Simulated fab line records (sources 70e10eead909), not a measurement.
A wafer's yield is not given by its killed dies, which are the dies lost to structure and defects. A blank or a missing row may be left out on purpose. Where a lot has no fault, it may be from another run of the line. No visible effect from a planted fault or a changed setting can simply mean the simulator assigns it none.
Chamber matching	flow nand harc	NHARC_P_GATE_STRIP_101 on rie diel-05 has 4 sister chambers
The step strips in O2, time 20 s. 14 wafers are shown with their chamber, then 7 later ones without.

## EACH WAFER AND ITS CHAMBER
wafer	chamber	showerhead plenum p Torr (Torr)	drypump motor current A (A)	oes product au (a.u.)
L968.1	2	3.78	5.7	0.990
L968.2	3	3.73	6.2	0.987
L968.5	3	3.73	6.2	0.995
L978.2	3	3.73	6.2	0.987
L978.3	2	3.77	5.7	1.002
L978.6	2	3.77	5.7	1.015
L982.1	1	3.77	5.1	0.995
L982.2	2	3.77	5.7	1.000
L982.4	3	3.73	6.2	0.999
L986.2	0	3.56	6.0	1.002
L986.3	1	3.77	5.1	1.002
L986.6	2	3.77	5.7	1.012
L987.1	0	3.56	5.9	1.006
L987.3	2	3.77	5.7	1.001

SIGNATURES, as means of the wafers listed above
reading	chamber 0	chamber 1	chamber 2	chamber 3	scatter within a chamber
showerhead plenum p Torr	3.5600	3.7700	3.7717	3.7300	0.00289
drypump motor current A	5.950	5.100	5.700	6.200	0.0224
oes product au	1.00400	0.99850	1.00333	0.99200	0.0074
Rule: a wafer lies at a distance from a chamber equal to the root of the sum of squares, over the readings, of (its reading less the chamber's mean, divided by the reading's scatter). If the next closest chamber is less than 2 further off than the closest, the wafer can't be placed; otherwise it belongs to the closest. The scatter is the square root of a quotient: the sum, over the shown wafers, of each reading's squared deviation from its chamber's mean, divided by wafers minus chambers.

## WAFERS WITH NO CHAMBER GIVEN
wafer	showerhead plenum p Torr (Torr)	drypump motor current A (A)	oes product au (a.u.)
L987.4	3.77	5.1	0.997
L989.2	3.56	5.9	1.010
L989.4	3.77	5.7	0.997
L989.6	3.76	5.1	0.999
L990.1	3.56	6.0	1.008
L990.3	3.72	6.2	0.982
L990.5	3.76	5.1	1.001

## THE CHAMBER EACH PASSED THROUGH
wafer	from the rows above	in truth
L987.4	1	1
L989.2	0	0
L989.4	2	2
L989.6	1	1
L990.1	0	0
L990.3	3	3
L990.5	1	1
Correctly placed: 7 of 7. Left unplaced by these rows: 0. 0 placed wrongly.
